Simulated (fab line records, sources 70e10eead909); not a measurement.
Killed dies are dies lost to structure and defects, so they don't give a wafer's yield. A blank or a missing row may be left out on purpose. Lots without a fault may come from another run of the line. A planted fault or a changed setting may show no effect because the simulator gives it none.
A struck lot beside a sound one | flow nand_harc | 22 steps out of a route of 1302
Sound: wafers L166.1, L166.3, L166.6. Struck: wafer L182.5. (L182.1, L182.4 of the same lot were not struck and are left out.) The cause comes at the end.
At each step with rows: each side's tool, then ch and its chambers, then its first start. Under that, the readings that differ: sound wafers | struck wafers | difference of the means | sigmas: that difference in standard deviations of wafers without a fault.
alike: readings whose means differ by less than 2 such deviations, and words and numbers that are the same on both sides. not compared: withheld readings, readings that some wafer has no value for, bounds like >300 that may hide the same value, and numbers for which the record gives no deviation and whose values overlap.
The two part at a step that has a row with sigmas, a row that says differs or no value, or rows on one side only. Numbers that don't overlap but have no deviation are shown without sigmas and don't part them. A reading that every wafer of one side lacks parts them only if that side has two wafers or more.

NHARC_A_BLC_CMP_25: polishes, t overpolish 30 s, target thk 150 nm.
  sound on cmp-02 ch 1,2, day 23 13:16; struck on cmp-02 ch 1, day 29 05:07
  alike: motor_current_A, overpolish_run_s, time_to_endpoint_s
  not compared: pad_life_wafers
then, 1 step without rows for these wafers: NHARC_A_BLC_SRD_27.
NHARC_A_BLC_INSPECT_28:
  sound on defect_inspect-01, day 23 13:40; struck on defect_inspect-01, day 29 05:30
  alike: raw_defect_count
then, 8 steps without rows for these wafers: NHARC_A_M0_DEP_00 (deposits SiOC, target thk 150 nm); NHARC_A_M0_DEHYDRATE_01 (time 120 s); NHARC_A_M0_HMDS_02 (time 30 s); NHARC_A_M0_COAT_33 (time 65 s); NHARC_A_M0_COAT_03 (resist thk 90 nm); NHARC_A_M0_SOFTBAKE_04 (time 55 s); NHARC_A_M0_EBR_05; NHARC_A_M0_EXPOSE_06 (exposes mask A M0, target cd 80 nm).
NHARC_A_M0_PEB_07: peb time 65 s.
  sound on litho_track-06 ch 0, day 23 14:21; struck on litho_track-04 ch 0, day 29 06:20
then, 1 step without rows for these wafers: NHARC_A_M0_DEVELOP_08 (develop time 35 s).
NHARC_A_M0_CD_MEAS_09: target cd 80 nm.
  sound on cd_sem-01 ch 0, day 23 14:26; struck on cd_sem-02 ch 0, day 29 06:25
  reading    | sound          | struck | difference | sigmas
  cd_nm (nm) | 80.4 81.4 79.2 | 86.4   | +6.1       | +9
NHARC_A_M0_OVL_MEAS_10: pitch 160 nm.
  sound on overlay-01, day 23 14:31; struck on overlay-01, day 29 06:29
  alike: overlay_x_nm, overlay_y_nm
NHARC_A_M0_INSPECT_11:
  sound on defect_inspect-01, day 23 14:34; struck on defect_inspect-01, day 29 06:32
  alike: raw_defect_count
NHARC_A_M0_DESCUM_14: chemistry O2, time 3 s.
  sound on rie_diel-10 ch 0,1, day 23 14:37; struck on rie_diel-01 ch 0, day 29 06:35
  reading                     | sound            | struck | difference | sigmas
  drypump_motor_current_A (A) | 5.6 5.1 5.1      | 6.7    | +1.4       | +3
  model.A_M0.cd_nm (nm)       | 80.31 80.66 78.7 | 86.59  | +6.70      |
  alike: oes_product_au, rf_vpp_V, showerhead_plenum_p_Torr, throttle_valve_pct
  not compared: rf_hours_counter_h
NHARC_A_M0_ETCH_34: etches the open film in N2/H2, target depth 40 nm, overetch 12 nm, time 43.94 s.
  sound on rie_diel-10 ch 1,2,3, day 23 14:42; struck on rie_diel-01 ch 3, day 29 06:41
  alike: drypump_motor_current_A, h2_flow_sccm, oes_product_au, rf_vpp_V, showerhead_plenum_p_Torr, throttle_valve_pct
  not compared: rf_hours_counter_h
NHARC_A_M0_ETCH_15: etches the open film in C4F8/Ar, target depth 150 nm, overetch 15 nm, time 82.5 s.
  sound on rie_diel-10 ch 2,3; struck on rie_diel-01 ch 1
  reading               | sound             | struck | difference | sigmas
  rf_vpp_V (V)          | 440.9 441.6 441.3 | 435.0  | -6.3       | -3
  model.A_M0.cd_nm (nm) | 80.32 80.67 78.89 | 86.27  | +6.31      |
  alike: oes_product_au
  not compared: rf_hours_counter_h
NHARC_A_M0_CD_MEAS_16:
  sound on cd_sem-03, day 23 14:55; struck on cd_sem-01, day 29 06:53
  reading    | sound          | struck | difference | sigmas
  cd_nm (nm) | 80.2 80.9 79.1 | 86.5   | +6.4       | +7
NHARC_A_M0_STRIP_18: strips in N2/H2.
  sound on rie_diel-01 ch 0,1,2, day 23 15:02; struck on rie_diel-01 ch 2, day 29 06:58
  alike: drypump_motor_current_A, h2_flow_sccm, oes_product_au, rf_vpp_V, showerhead_plenum_p_Torr, throttle_valve_pct
  not compared: rf_hours_counter_h
then, 1 step without rows for these wafers: NHARC_END_SORT_01.

WHERE THEY PART
First at NHARC_A_M0_CD_MEAS_09; last, within this record, at NHARC_A_M0_CD_MEAS_16. Later steps at which nothing parts them and some readings are alike: NHARC_A_M0_STRIP_18.

WHY: what the simulator had put in
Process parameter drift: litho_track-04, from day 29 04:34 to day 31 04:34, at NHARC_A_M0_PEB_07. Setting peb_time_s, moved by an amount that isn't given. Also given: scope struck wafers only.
